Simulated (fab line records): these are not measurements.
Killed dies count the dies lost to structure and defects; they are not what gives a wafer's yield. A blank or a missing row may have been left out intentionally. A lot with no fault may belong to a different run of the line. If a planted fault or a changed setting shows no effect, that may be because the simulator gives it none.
Split-lot experiment / flow n5Finfet / 7 lots, 21 wafers read, on a route of 1938 steps

## ON THE SPLIT
At N5_HKMG_FIN_DESCUM_53 (chemistry O2, time 7.9 s), the setting timeS was moved away from the recipe's 7.9 s on 6 of the 21 wafers read, by -12.2% to +19.7%. The other wafers ran this setting at the recipe's value.

The file shows no step between the split and the reading.

## THE READING
CAR-ArF_of_HKMG_FIN_COAT_43.thkNm (the simulator's own value, which no gauge read), in nm, at N5_HKMG_FIN_ETCH_54 (etches SiARC in CF4, target depth 45.5 nm, time 75.8 s). There is no usual value for it anywhere in the file. Average 50.8 nm, standard deviation 0.26 nm, over the 15 wafers here run with the recipe.

wafer=L075.2; tool, chamber at the split=rieDiel-01, 1; timeS as run, s=9.456; against the recipe=+19.7%; CAR-ArF_of_HKMG_FIN_COAT_43.thkNm, nm=49.6; against lot-mates on the recipe=-0.8
wafer=L075.3; tool, chamber at the split=rieDiel-01, 2,3; timeS as run, s=7.9; against the recipe=recipe; CAR-ArF_of_HKMG_FIN_COAT_43.thkNm, nm=50.4; against lot-mates on the recipe=-
wafer=L075.6; tool, chamber at the split=rieDiel-01, 2,3; timeS as run, s=7.9; against the recipe=recipe; CAR-ArF_of_HKMG_FIN_COAT_43.thkNm, nm=50.4; against lot-mates on the recipe=-
wafer=L079.1; tool, chamber at the split=rieDiel-04, 0; timeS as run, s=7.9; against the recipe=recipe; CAR-ArF_of_HKMG_FIN_COAT_43.thkNm, nm=50.8; against lot-mates on the recipe=-
wafer=L079.2; tool, chamber at the split=rieDiel-04, 1,0; timeS as run, s=6.934; against the recipe=-12.2%; CAR-ArF_of_HKMG_FIN_COAT_43.thkNm, nm=51.4; against lot-mates on the recipe=+0.6
wafer=L079.5; tool, chamber at the split=rieDiel-04, 1,0; timeS as run, s=6.934; against the recipe=-12.2%; CAR-ArF_of_HKMG_FIN_COAT_43.thkNm, nm=51.4; against lot-mates on the recipe=+0.6
wafer=L085.1; tool, chamber at the split=rieDiel-04, 0,2,2; timeS as run, s=7.9; against the recipe=recipe; CAR-ArF_of_HKMG_FIN_COAT_43.thkNm, nm=50.6; against lot-mates on the recipe=-
wafer=L085.4; tool, chamber at the split=rieDiel-04, 0,2,2; timeS as run, s=7.9; against the recipe=recipe; CAR-ArF_of_HKMG_FIN_COAT_43.thkNm, nm=50.6; against lot-mates on the recipe=-
wafer=L085.5; tool, chamber at the split=rieDiel-04, 0,2,2; timeS as run, s=7.9; against the recipe=recipe; CAR-ArF_of_HKMG_FIN_COAT_43.thkNm, nm=50.6; against lot-mates on the recipe=-
wafer=L087.2; tool, chamber at the split=rieDiel-05, 2,1,2; timeS as run, s=7.9; against the recipe=recipe; CAR-ArF_of_HKMG_FIN_COAT_43.thkNm, nm=51; against lot-mates on the recipe=-
wafer=L087.5; tool, chamber at the split=rieDiel-05, 2,1,2; timeS as run, s=7.9; against the recipe=recipe; CAR-ArF_of_HKMG_FIN_COAT_43.thkNm, nm=50.8; against lot-mates on the recipe=-
wafer=L087.6; tool, chamber at the split=rieDiel-05, 2,1,2; timeS as run, s=7.9; against the recipe=recipe; CAR-ArF_of_HKMG_FIN_COAT_43.thkNm, nm=51.2; against lot-mates on the recipe=-
wafer=L088.2; tool, chamber at the split=rieDiel-05, 3,2,2; timeS as run, s=7.9; against the recipe=recipe; CAR-ArF_of_HKMG_FIN_COAT_43.thkNm, nm=50.6; against lot-mates on the recipe=-
wafer=L088.4; tool, chamber at the split=rieDiel-05, 3,2,2; timeS as run, s=7.9; against the recipe=recipe; CAR-ArF_of_HKMG_FIN_COAT_43.thkNm, nm=50.8; against lot-mates on the recipe=-
wafer=L088.5; tool, chamber at the split=rieDiel-05, 3,2,2; timeS as run, s=7.9; against the recipe=recipe; CAR-ArF_of_HKMG_FIN_COAT_43.thkNm, nm=50.8; against lot-mates on the recipe=-
wafer=L092.1; tool, chamber at the split=rieDiel-04, 0; timeS as run, s=7.9; against the recipe=recipe; CAR-ArF_of_HKMG_FIN_COAT_43.thkNm, nm=51.2; against lot-mates on the recipe=-
wafer=L092.2; tool, chamber at the split=rieDiel-04, 2,0; timeS as run, s=8.97; against the recipe=+13.5%; CAR-ArF_of_HKMG_FIN_COAT_43.thkNm, nm=50.2; against lot-mates on the recipe=-1.0
wafer=L092.5; tool, chamber at the split=rieDiel-04, 2,0; timeS as run, s=8.97; against the recipe=+13.5%; CAR-ArF_of_HKMG_FIN_COAT_43.thkNm, nm=50.2; against lot-mates on the recipe=-1.0
wafer=L097.2; tool, chamber at the split=rieDiel-04, 1,2; timeS as run, s=7.9; against the recipe=recipe; CAR-ArF_of_HKMG_FIN_COAT_43.thkNm, nm=51.2; against lot-mates on the recipe=-
wafer=L097.3; tool, chamber at the split=rieDiel-04, 1,2; timeS as run, s=7.9; against the recipe=recipe; CAR-ArF_of_HKMG_FIN_COAT_43.thkNm, nm=50.8; against lot-mates on the recipe=-
wafer=L097.4; tool, chamber at the split=rieDiel-04, 3; timeS as run, s=8.798; against the recipe=+11.4%; CAR-ArF_of_HKMG_FIN_COAT_43.thkNm, nm=50.4; against lot-mates on the recipe=-0.6
The file does not say which wafer passed through which chamber wherever a row lists several chambers: such a row stands for several wafers.

FIT RESULTS
A straight line over all 21 wafers: CAR-ArF_of_HKMG_FIN_COAT_43.thkNm changes by -0.0498 nm for each +1% of timeS; r = -0.85; the points scatter about the line by 0.24 nm.
The same after taking each lot's own level away (the mean of its wafers on the recipe; 21 wafers): -0.0539 nm for each +1%; r = -0.94; scatter 0.15 nm.
According to that fit, moving timeS by its largest amount changes the reading by 1.1 nm.
From 50.40 to 51.20 nm: that is the span of the lots' own levels, equal to 3.1 times the standard deviation above.
Hence the lot-to-lot level has little effect on the slope; both slopes agree.
Check: for one of the wafers moved furthest among these (+19.7%), held out of the fit, the line's prediction against its lot-mates is -1.22 nm. Against them it came out at -0.8 nm.

## THESE WAFERS: OTHER SPLITS
Note: prior to the reading, these wafers also went through further splits. Each is held against what the fit with the lots' levels taken away leaves over:
other split on the same wafers=N5_SD_EPI_P_COAT_34 spinRpm; wafers away from the commonest value=4; r with CAR-ArF_of_HKMG_FIN_COAT_43.thkNm (lot level and that fit taken away)=-0.07

## THE FILE'S OWN FIT
CAR-ArF_of_HKMG_FIN_COAT_43.thkNm changes by -0.0511 nm for each +1% of timeS, r = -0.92.
